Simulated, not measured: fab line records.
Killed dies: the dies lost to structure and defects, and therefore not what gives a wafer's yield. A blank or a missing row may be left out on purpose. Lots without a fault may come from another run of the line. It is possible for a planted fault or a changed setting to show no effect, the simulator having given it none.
Chamber matching | flow n5 finfet | N5_BEOL_M14_ETCH_68 on rie diel-06 has 4 sister chambers
The step etches SOC in N2/H2, time 450 s. 27 wafers are shown with their chamber, then 12 later ones without.

== EACH WAFER AND ITS CHAMBER ==
wafer  | chamber | drypump motor current A (A) | showerhead plenum p Torr (Torr) | throttle valve pct (%)
L075.1 | 1       | 5.6                         | 2.30                            | 17.89
L075.3 | 3       | 5.1                         | 2.48                            | 17.68
L075.4 | 2       | 5.6                         | 2.56                            | 17.39
L076.2 | 2       | 5.6                         | 2.56                            | 17.42
L076.3 | 1       | 5.6                         | 2.30                            | 17.90
L076.5 | 2       | 5.6                         | 2.56                            | 17.43
L080.3 | 2       | 5.6                         | 2.56                            | 17.43
L080.4 | 0       | 6.4                         | 2.50                            | 17.74
L080.5 | 3       | 5.1                         | 2.48                            | 17.67
L079.1 | 3       | 5.1                         | 2.48                            | 17.67
L079.3 | 2       | 5.6                         | 2.56                            | 17.45
L079.4 | 1       | 5.6                         | 2.30                            | 17.90
L077.2 | 2       | 5.6                         | 2.56                            | 17.45
L077.5 | 2       | 5.6                         | 2.56                            | 17.42
L077.6 | 1       | 5.6                         | 2.30                            | 17.89
L078.1 | 1       | 5.6                         | 2.30                            | 17.91
L078.5 | 1       | 5.6                         | 2.30                            | 17.92
L078.6 | 2       | 5.6                         | 2.56                            | 17.43
L082.3 | 3       | 5.1                         | 2.48                            | 17.67
L082.4 | 0       | 6.5                         | 2.50                            | 17.75
L082.6 | 2       | 5.6                         | 2.56                            | 17.43
L083.2 | 3       | 5.1                         | 2.48                            | 17.67
L083.4 | 1       | 5.6                         | 2.30                            | 17.92
L083.5 | 2       | 5.6                         | 2.56                            | 17.44
L086.1 | 1       | 5.6                         | 2.29                            | 17.93
L086.3 | 2       | 5.6                         | 2.55                            | 17.46
L086.4 | 0       | 6.4                         | 2.49                            | 17.78

SIGNATURES (means of the wafers above)
reading                  | chamber 0 | chamber 1 | chamber 2 | chamber 3 | scatter within a chamber
drypump motor current A  | 6.433     | 5.600     | 5.600     | 5.100     | 0.017
showerhead plenum p Torr | 2.4967    | 2.2988    | 2.5591    | 2.4800    | 0.00326
throttle valve pct       | 17.7567   | 17.9075   | 17.4318   | 17.6720   | 0.0162
Rule: a wafer lies at a distance from a chamber equal to the root of the sum of squares, over the readings, of (its reading less the chamber's mean, divided by the reading's scatter). If the next closest chamber is less than 2 further off than the closest, the wafer can't be placed; otherwise it belongs to the closest. The scatter: take each reading less its chamber's mean, square it, sum over the shown wafers, divide by the number of wafers less the number of chambers, and take the root.

== WAFERS WITH NO CHAMBER GIVEN ==
wafer  | drypump motor current A (A) | showerhead plenum p Torr (Torr) | throttle valve pct (%)
L091.2 | 5.6                         | 2.29                            | 17.93
L091.3 | 5.1                         | 2.47                            | 17.72
L091.5 | 5.6                         | 2.55                            | 17.46
L088.3 | 5.6                         | 2.29                            | 17.97
L088.5 | 5.6                         | 2.29                            | 17.94
L088.6 | 6.5                         | 2.49                            | 17.79
L093.3 | 5.1                         | 2.47                            | 17.71
L093.4 | 5.6                         | 2.29                            | 17.96
L093.5 | 5.1                         | 2.47                            | 17.73
L095.1 | 6.4                         | 2.49                            | 17.82
L095.3 | 5.6                         | 2.70                            | 17.45
L095.4 | 5.6                         | 2.54                            | 17.50

== THE CHAMBER EACH PASSED THROUGH ==
wafer  | from the rows above | in truth
L091.2 | 1                   | 1
L091.3 | 3                   | 3
L091.5 | 2                   | 2
L088.3 | 1                   | 1
L088.5 | 1                   | 1
L088.6 | 0                   | 0
L093.3 | 3                   | 3
L093.4 | 1                   | 1
L093.5 | 3                   | 3
L095.1 | 0                   | 0
L095.3 | 2                   | 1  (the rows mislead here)
L095.4 | 2                   | 2
Correctly placed: 11 of 12. Not placeable from these rows: 0. 1 placed wrongly.
